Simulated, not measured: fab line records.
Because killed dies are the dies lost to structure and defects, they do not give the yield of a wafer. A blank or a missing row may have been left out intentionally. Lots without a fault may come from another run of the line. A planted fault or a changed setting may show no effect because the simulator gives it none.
What tool caused it? :: flow nandHarc :: 12 lots, 36 wafers sampled, at 2 steps of a route of 1302

## WHAT THE GAUGES READ, wafer by wafer
NHARC_P_ZERO_WELL_CD_MEAS_11 targets a cd of 500 nm.
lot: L750
measured: day 2 07:14
on: cdSem-01
cdNm (nm): 500.3 503.7 499.3

lot: L753
measured: day 3 13:14
on: cdSem-02
cdNm (nm): 502.0 504.2 499.7

lot: L754
measured: day 3 23:07
on: cdSem-03
cdNm (nm): 502.5 500.3 498.5

lot: L756
measured: day 4 19:16
on: cdSem-02
cdNm (nm): 501.1 504.6 504.6

lot: L757
measured: day 5 05:08
on: cdSem-03
cdNm (nm): 500.6 501.0 499.2

lot: L762
measured: day 7 07:15
on: cdSem-01
cdNm (nm): 500.0 501.9 502.2

lot: L763
measured: day 7 17:15
on: cdSem-03
cdNm (nm): 503.9 502.9 504.9

lot: L764
measured: day 8 03:07
on: cdSem-01
cdNm (nm): 517.5 516.5 517.7

lot: L766
measured: day 8 23:07
on: cdSem-03
cdNm (nm): 519.7 519.0 521.5

lot: L769
measured: day 10 05:21
on: cdSem-02
cdNm (nm): 500.3 501.2 498.8

lot: L770
measured: day 10 15:08
on: cdSem-02
cdNm (nm): 500.5 497.6 501.9

lot: L772
measured: day 11 11:08
on: cdSem-03
cdNm (nm): 505.6 502.2 502.8

## TOOL THAT RAN EACH LOT (tool first, then ch and the chambers of the sampled wafers, then the start)
lot: L750
NHARC_P_ZERO_WELL_SOFTBAKE_06: lithoTrack-07 ch 0, day 2 06:00

lot: L753
NHARC_P_ZERO_WELL_SOFTBAKE_06: lithoTrack-02 ch 0, day 3 12:00

lot: L754
NHARC_P_ZERO_WELL_SOFTBAKE_06: lithoTrack-05 ch 0, day 3 22:00

lot: L756
NHARC_P_ZERO_WELL_SOFTBAKE_06: lithoTrack-02 ch 0, day 4 18:00

lot: L757
NHARC_P_ZERO_WELL_SOFTBAKE_06: lithoTrack-02 ch 0, day 5 04:00

lot: L762
NHARC_P_ZERO_WELL_SOFTBAKE_06: lithoTrack-05 ch 0, day 7 06:00

lot: L763
NHARC_P_ZERO_WELL_SOFTBAKE_06: lithoTrack-02 ch 0, day 7 16:00

lot: L764
NHARC_P_ZERO_WELL_SOFTBAKE_06: lithoTrack-02 ch 0, day 8 02:00

lot: L766
NHARC_P_ZERO_WELL_SOFTBAKE_06: lithoTrack-02 ch 0, day 8 22:00

lot: L769
NHARC_P_ZERO_WELL_SOFTBAKE_06: lithoTrack-07 ch 0, day 10 04:00

lot: L770
NHARC_P_ZERO_WELL_SOFTBAKE_06: lithoTrack-05 ch 0, day 10 14:00

lot: L772
NHARC_P_ZERO_WELL_SOFTBAKE_06: lithoTrack-05 ch 0, day 11 10:00
- NHARC_P_ZERO_WELL_SOFTBAKE_06: time 70 s.

## AS READ BY THE TOOLS THEMSELVES (means over the sampled wafers that have a number; for cases with no such wafer, the mark the record gives instead)
NHARC_P_ZERO_WELL_SOFTBAKE_06.
lot: L750
tool: lithoTrack-07
heaterPowerTotalW (W): 200.6
plateTempC (C): 124.93

lot: L753
tool: lithoTrack-02
heaterPowerTotalW (W): 200.0
plateTempC (C): 125.13

lot: L754
tool: lithoTrack-05
heaterPowerTotalW (W): 202.5
plateTempC (C): 124.65

lot: L756
tool: lithoTrack-02
heaterPowerTotalW (W): 200.9
plateTempC (C): 125.05

lot: L757
tool: lithoTrack-02
heaterPowerTotalW (W): 200.3
plateTempC (C): 125.03

lot: L762
tool: lithoTrack-05
heaterPowerTotalW (W): 200.8
plateTempC (C): 125.06

lot: L763
tool: lithoTrack-02
heaterPowerTotalW (W): 201.2
plateTempC (C): 124.94

lot: L764
tool: lithoTrack-02
heaterPowerTotalW (W): 216.3
plateTempC (C): 132.25

lot: L766
tool: lithoTrack-02
heaterPowerTotalW (W): 216.1
plateTempC (C): 131.85

lot: L769
tool: lithoTrack-07
heaterPowerTotalW (W): 200.3
plateTempC (C): 124.87

lot: L770
tool: lithoTrack-05
heaterPowerTotalW (W): 200.1
plateTempC (C): 124.95

lot: L772
tool: lithoTrack-05
heaterPowerTotalW (W): 199.6
plateTempC (C): 124.84

## THE ANSWER, worked out from the rows above alone
Rule: usual is defined by the lots themselves. Put in order of their means at a reading, lots are off if they are a third of the lots or fewer, leave a main group of 4 or more, and stand apart from it by a gap of 3 or more times the standard deviation of the main group's means; of several such gaps the widest counts. If all means in a main group match to the digits the tables above print for the reading, that group is not used. Also off: a lot with no number at a reading for which 4 or more lots have one. All remaining lots with rows at the step are treated as sound. Order of review: gauges by route order, followed by the tools' own readings, for which a lot's mean as printed above is used. The first step at which some lot is off is used, and at that step the reading that is off furthest; a lot without a number counts as furthest.
Off at NHARC_P_ZERO_WELL_CD_MEAS_11 (cdNm): L764, L766. The main group: mean 501.6 nm, standard deviation 1.4.
If a tool, at a process step before that reading, ran all the lots that are off and no sound lot after the first of them, it fits. The gauges at NHARC_P_ZERO_WELL_CD_MEAS_11 aren't tried: what is off there is off at NHARC_P_ZERO_WELL_SOFTBAKE_06 too, on other tools, and a gauge's error can't cause that. One fits: lithoTrack-02 at NHARC_P_ZERO_WELL_SOFTBAKE_06. A fault onset in the window from L763 (day 7 16:00, its last sound lot) to L764 (day 8 02:00, its first lot off) fits.
The tool's own readings at NHARC_P_ZERO_WELL_SOFTBAKE_06 bear it out: on the lots that are off they differ by more than 5 times the standard deviation of the sound lots' means. heaterPowerTotalW reads 216.2 W there against 200.6 W on the sound lots; plateTempC reads 132.05 C there against 124.95 C on the sound lots.

## WHAT HAD BEEN PUT IN BY THE SIMULATOR
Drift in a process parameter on lithoTrack-02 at NHARC_P_ZERO_WELL_SOFTBAKE_06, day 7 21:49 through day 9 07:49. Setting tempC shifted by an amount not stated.
Shown lots that were struck: L764, L766. This agrees with what the rule above found.
